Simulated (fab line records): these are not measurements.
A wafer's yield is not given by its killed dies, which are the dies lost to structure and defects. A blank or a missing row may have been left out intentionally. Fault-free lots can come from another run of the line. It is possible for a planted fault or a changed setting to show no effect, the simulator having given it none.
Matching of chambers | flow n5-finfet | N5_BEOL_M0_SAQP_ILD_DEP_01 on pecvd-01: 3 sister chambers
The step deposits SiOC from DEMS/O2, target thk 45.419 nm, time 8.7 s. 6 wafers are shown with their chamber, then 10 later ones without.

WAFERS, EACH WITH ITS CHAMBER
wafer  | chamber | throttle-valve-pct (%) | showerhead-plenum-p-Torr (Torr)
L081.4 | 1       | 13.3                   | 5.738
L084.1 | 0       | 11.2                   | 5.707
L084.4 | 1       | 13.2                   | 5.728
L084.6 | 2       | 11.0                   | 5.698
L086.1 | 2       | 10.9                   | 5.714
L086.5 | 0       | 11.6                   | 5.700

WAFERS WITHOUT THEIR CHAMBER
wafer  | throttle-valve-pct (%) | showerhead-plenum-p-Torr (Torr)
L086.6 | 11.0                   | 5.711
L088.1 | 11.4                   | 5.715
L088.3 | 13.2                   | 5.751
L088.6 | 11.3                   | 5.716
L091.1 | 11.7                   | 5.700
L091.2 | 13.1                   | 5.739
L091.6 | 11.2                   | 5.684
L092.1 | 11.6                   | 5.700
L092.2 | 13.5                   | 5.736
L092.6 | 13.2                   | 5.728

WHICH CHAMBER EACH ONE RAN IN
wafer  | from the rows above     | in truth
L086.6 | can't be placed: 2 or 0 | 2
L088.1 | can't be placed: 0 or 2 | 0
L088.3 | 1                       | 1
L088.6 | can't be placed: 0 or 2 | 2
L091.1 | 0                       | 0
L091.2 | 1                       | 1
L091.6 | can't be placed: 0 or 2 | 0
L092.1 | 0                       | 0
L092.2 | 1                       | 1
L092.6 | 1                       | 1
Correct placement for 6 of the 10. These rows do not allow placing 4 (true chamber among the candidates in 4). Wrongly placed: 0.
How it was worked out, from the rows above alone: a wafer's distance from a chamber is the root of the sum, over the readings, of the square of ((its reading less the chamber's mean) divided by the reading's scatter). The wafer belongs to the nearest chamber; if the next one is less than 2 further off, it can't be placed. A chamber's mean is the mean of its shown wafers. The scatter is the square root of a quotient: the sum, over the shown wafers, of each reading's squared deviation from its chamber's mean, divided by wafers minus chambers.
